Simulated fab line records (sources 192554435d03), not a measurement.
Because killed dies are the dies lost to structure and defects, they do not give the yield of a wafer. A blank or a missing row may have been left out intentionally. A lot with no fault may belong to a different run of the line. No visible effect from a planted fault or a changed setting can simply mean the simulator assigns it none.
Matching of chambers / flow n5_finfet / 3 sister chambers for N5_BEOL_M9_PECVD_70 on pecvd-03
The step deposits SiO2 from TEOS/O2, target thk 20 nm, time 22.7 s. 20 wafers are shown with their chamber, then 10 later ones without.

WAFERS PAIRED WITH THEIR CHAMBERS
wafer=L075.1; chamber=2; throttle_valve_pct (%)=20.8; showerhead_plenum_p_Torr (Torr)=8.74; chamber_pressure_Torr (Torr)=5.498
wafer=L075.2; chamber=0; throttle_valve_pct (%)=23.0; showerhead_plenum_p_Torr (Torr)=8.77; chamber_pressure_Torr (Torr)=5.484
wafer=L075.3; chamber=1; throttle_valve_pct (%)=22.9; showerhead_plenum_p_Torr (Torr)=8.66; chamber_pressure_Torr (Torr)=5.500
wafer=L075.4; chamber=1; throttle_valve_pct (%)=22.9; showerhead_plenum_p_Torr (Torr)=8.67; chamber_pressure_Torr (Torr)=5.510
wafer=L075.5; chamber=2; throttle_valve_pct (%)=20.7; showerhead_plenum_p_Torr (Torr)=8.75; chamber_pressure_Torr (Torr)=5.497
wafer=L075.6; chamber=0; throttle_valve_pct (%)=23.0; showerhead_plenum_p_Torr (Torr)=8.79; chamber_pressure_Torr (Torr)=5.492
wafer=L079.1; chamber=0; throttle_valve_pct (%)=23.2; showerhead_plenum_p_Torr (Torr)=8.81; chamber_pressure_Torr (Torr)=5.493
wafer=L079.3; chamber=1; throttle_valve_pct (%)=23.0; showerhead_plenum_p_Torr (Torr)=8.65; chamber_pressure_Torr (Torr)=5.499
wafer=L079.4; chamber=2; throttle_valve_pct (%)=20.9; showerhead_plenum_p_Torr (Torr)=8.73; chamber_pressure_Torr (Torr)=5.494
wafer=L080.3; chamber=1; throttle_valve_pct (%)=23.0; showerhead_plenum_p_Torr (Torr)=8.66; chamber_pressure_Torr (Torr)=5.490
wafer=L080.4; chamber=1; throttle_valve_pct (%)=22.9; showerhead_plenum_p_Torr (Torr)=8.67; chamber_pressure_Torr (Torr)=5.496
wafer=L080.5; chamber=2; throttle_valve_pct (%)=20.8; showerhead_plenum_p_Torr (Torr)=8.74; chamber_pressure_Torr (Torr)=5.514
wafer=L081.1; chamber=0; throttle_valve_pct (%)=22.8; showerhead_plenum_p_Torr (Torr)=8.76; chamber_pressure_Torr (Torr)=5.491
wafer=L081.2; chamber=2; throttle_valve_pct (%)=20.8; showerhead_plenum_p_Torr (Torr)=8.74; chamber_pressure_Torr (Torr)=5.511
wafer=L081.4; chamber=2; throttle_valve_pct (%)=21.0; showerhead_plenum_p_Torr (Torr)=8.74; chamber_pressure_Torr (Torr)=5.502
wafer=L083.1; chamber=0; throttle_valve_pct (%)=22.8; showerhead_plenum_p_Torr (Torr)=8.80; chamber_pressure_Torr (Torr)=5.482
wafer=L083.2; chamber=2; throttle_valve_pct (%)=20.9; showerhead_plenum_p_Torr (Torr)=8.75; chamber_pressure_Torr (Torr)=5.502
wafer=L083.3; chamber=1; throttle_valve_pct (%)=23.2; showerhead_plenum_p_Torr (Torr)=8.64; chamber_pressure_Torr (Torr)=5.489
wafer=L083.4; chamber=0; throttle_valve_pct (%)=22.9; showerhead_plenum_p_Torr (Torr)=8.79; chamber_pressure_Torr (Torr)=5.481
wafer=L083.5; chamber=2; throttle_valve_pct (%)=21.0; showerhead_plenum_p_Torr (Torr)=8.75; chamber_pressure_Torr (Torr)=5.522

SIGNATURES (means of the wafers above)
reading=throttle_valve_pct; chamber 0=22.950; chamber 1=22.983; chamber 2=20.863; scatter within a chamber=0.124
reading=showerhead_plenum_p_Torr; chamber 0=8.7867; chamber 1=8.6583; chamber 2=8.7425; scatter within a chamber=0.0128
reading=chamber_pressure_Torr; chamber 0=5.48717; chamber 1=5.49733; chamber 2=5.50500; scatter within a chamber=0.00804
Rule: a wafer's distance from a chamber is the root of the sum, over the readings, of the square of ((its reading less the chamber's mean) divided by the reading's scatter). If the next closest chamber is less than 2 further off than the closest, the wafer can't be placed; otherwise it belongs to the closest. The scatter: the root of (the sum of the squares of (reading less its chamber's mean) over the shown wafers, divided by (wafers less chambers)).

WAFERS WITH NO CHAMBER GIVEN
wafer=L083.6; throttle_valve_pct (%)=23.0; showerhead_plenum_p_Torr (Torr)=8.67; chamber_pressure_Torr (Torr)=5.488
wafer=L089.1; throttle_valve_pct (%)=23.4; showerhead_plenum_p_Torr (Torr)=8.78; chamber_pressure_Torr (Torr)=5.514
wafer=L089.2; throttle_valve_pct (%)=21.3; showerhead_plenum_p_Torr (Torr)=8.75; chamber_pressure_Torr (Torr)=5.503
wafer=L089.3; throttle_valve_pct (%)=22.7; showerhead_plenum_p_Torr (Torr)=8.68; chamber_pressure_Torr (Torr)=5.505
wafer=L089.4; throttle_valve_pct (%)=23.2; showerhead_plenum_p_Torr (Torr)=8.80; chamber_pressure_Torr (Torr)=5.502
wafer=L089.5; throttle_valve_pct (%)=23.0; showerhead_plenum_p_Torr (Torr)=8.65; chamber_pressure_Torr (Torr)=5.504
wafer=L089.6; throttle_valve_pct (%)=21.4; showerhead_plenum_p_Torr (Torr)=8.76; chamber_pressure_Torr (Torr)=5.500
wafer=L093.1; throttle_valve_pct (%)=21.1; showerhead_plenum_p_Torr (Torr)=8.74; chamber_pressure_Torr (Torr)=5.510
wafer=L093.4; throttle_valve_pct (%)=23.3; showerhead_plenum_p_Torr (Torr)=8.79; chamber_pressure_Torr (Torr)=5.508
wafer=L093.5; throttle_valve_pct (%)=22.9; showerhead_plenum_p_Torr (Torr)=8.66; chamber_pressure_Torr (Torr)=5.517

EACH ONE'S CHAMBER
wafer=L083.6; from the rows above=1; in truth=1
wafer=L089.1; from the rows above=0; in truth=0
wafer=L089.2; from the rows above=2; in truth=2
wafer=L089.3; from the rows above=1; in truth=1
wafer=L089.4; from the rows above=0; in truth=0
wafer=L089.5; from the rows above=1; in truth=1
wafer=L089.6; from the rows above=2; in truth=2
wafer=L093.1; from the rows above=2; in truth=2
wafer=L093.4; from the rows above=0; in truth=0
wafer=L093.5; from the rows above=1; in truth=1
Correctly placed: 10 of 10. Left unplaced by these rows: 0. 0 placed wrongly.
